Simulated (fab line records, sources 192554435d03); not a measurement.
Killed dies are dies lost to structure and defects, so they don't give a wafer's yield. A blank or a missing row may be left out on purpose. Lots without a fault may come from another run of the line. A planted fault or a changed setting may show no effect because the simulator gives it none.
Which tool did it? | flow n5_finfet | 10 lots, 30 wafers sampled, at 5 steps of a route of 1938

WHAT THE GAUGES READ, wafer by wafer
N5_BEOL_M4_RC_MEAS_101.
lot  | measured     | on        | CJ_N
L267 | day 8 04:59  | prober-02 | 4.25 4.26 4.25
L268 | day 8 07:29  | prober-01 | 4.39 4.33 4.42
L271 | day 9 05:44  | prober-01 | 4.61 4.48 4.32
L272 | day 9 08:32  | prober-01 | 4.40 4.58 4.36
L274 | day 9 21:27  | prober-02 | 4.30 4.29 4.26
L275 | day 10 04:14 | prober-01 | 4.84 4.85 4.81
L276 | day 10 08:41 | prober-02 | 5.02 4.89 4.89
L278 | day 10 22:03 | prober-01 | 4.91 4.90 4.90
L288 | day 13 06:59 | prober-02 | 4.49 4.35 4.43
L290 | day 15 03:51 | prober-02 | 4.43 4.32 4.21

WHICH TOOL RAN EACH LOT (tool, then ch and the chambers of the sampled wafers, then the start)
lot  | N5_WELL_APT_EPI_41             | N5_BEOL_M4_SPUTTER_86        | N5_BEOL_M4_SPUTTER_92        | N5_BEOL_M4_DEP_57
L267 | epi_rpcvd-01 ch 0, day 1 16:38 | pvd_sputter-01, day 8 02:32  | pvd_sputter-01, day 8 03:11  | pecvd-04 ch 0,1,2, day 8 04:43
L268 | epi_rpcvd-04 ch 0, day 1 22:14 | pvd_sputter-01, day 8 05:17  | pvd_sputter-01, day 8 05:57  | pecvd-03 ch 1,2, day 8 07:22
L271 | epi_rpcvd-04 ch 0, day 2 16:19 | pvd_sputter-01, day 9 02:45  | pvd_sputter-01, day 9 03:25  | pecvd-03 ch 0,1,2, day 9 05:19
L272 | epi_rpcvd-04 ch 0, day 2 22:16 | pvd_sputter-03, day 9 06:11  | pvd_sputter-03, day 9 06:50  | pecvd-03 ch 0,1, day 9 08:16
L274 | epi_rpcvd-04 ch 0, day 3 10:46 | pvd_sputter-01, day 9 19:15  | pvd_sputter-01, day 9 19:55  | pecvd-03 ch 1,2, day 9 21:20
L275 | epi_rpcvd-04 ch 0, day 3 16:49 | pvd_sputter-01, day 10 01:59 | pvd_sputter-01, day 10 02:38 | pecvd-03 ch 1,2, day 10 04:07
L276 | epi_rpcvd-04 ch 0, day 3 22:15 | pvd_sputter-01, day 10 05:59 | pvd_sputter-01, day 10 06:38 | pecvd-04 ch 0,1,2, day 10 08:25
L278 | epi_rpcvd-04 ch 0, day 4 10:26 | pvd_sputter-02, day 10 19:42 | pvd_sputter-02, day 10 20:22 | pecvd-01 ch 0,1,2, day 10 21:47
L288 | epi_rpcvd-04 ch 0, day 6 23:13 | pvd_sputter-01, day 13 04:37 | pvd_sputter-01, day 13 05:17 | pecvd-03 ch 0,1, day 13 06:42
L290 | epi_rpcvd-01 ch 0, day 7 10:15 | pvd_sputter-02, day 15 00:51 | pvd_sputter-02, day 15 01:31 | pecvd-04 ch 0,1,2, day 15 03:44
- N5_WELL_APT_EPI_41: deposits Si from SiH4/H2, target thk 50 nm, time 297.7 s.
- N5_BEOL_M4_SPUTTER_86: material Cu, target thk 4.5 nm, time 8.29 s.
- N5_BEOL_M4_SPUTTER_92: material Cu, target thk 4.5 nm, time 8.29 s.
- N5_BEOL_M4_DEP_57: deposits SiCN from 3MS/NH3, target thk 8 nm, time 14 s.

THE ANSWER, worked out from the rows above alone
Rule: what is usual is taken from the lots themselves. Put in order of their means at a reading, lots are off if they are a third of the lots or fewer, leave a main group of 4 or more, and stand apart from it by a gap of 3 or more times the standard deviation of the main group's means; of several such gaps the widest counts. A main group whose means are all the same, to the digits that the tables above print for the reading, isn't used. A lot without any number at a reading at which 4 lots or more have one is off too. The other lots that the step has rows for count as sound.
Off: L275, L276, L278, at N5_BEOL_M4_RC_MEAS_101 (CJ_N). The main group: mean 4.37, standard deviation 0.078.
A tool fits if, at a process step before that reading, it ran every lot that is off, and no sound lot after the first of them. The gauges at N5_BEOL_M4_RC_MEAS_101 are tried like those tools. None of those tried fits.

WHAT THE SIMULATOR HAD PUT IN
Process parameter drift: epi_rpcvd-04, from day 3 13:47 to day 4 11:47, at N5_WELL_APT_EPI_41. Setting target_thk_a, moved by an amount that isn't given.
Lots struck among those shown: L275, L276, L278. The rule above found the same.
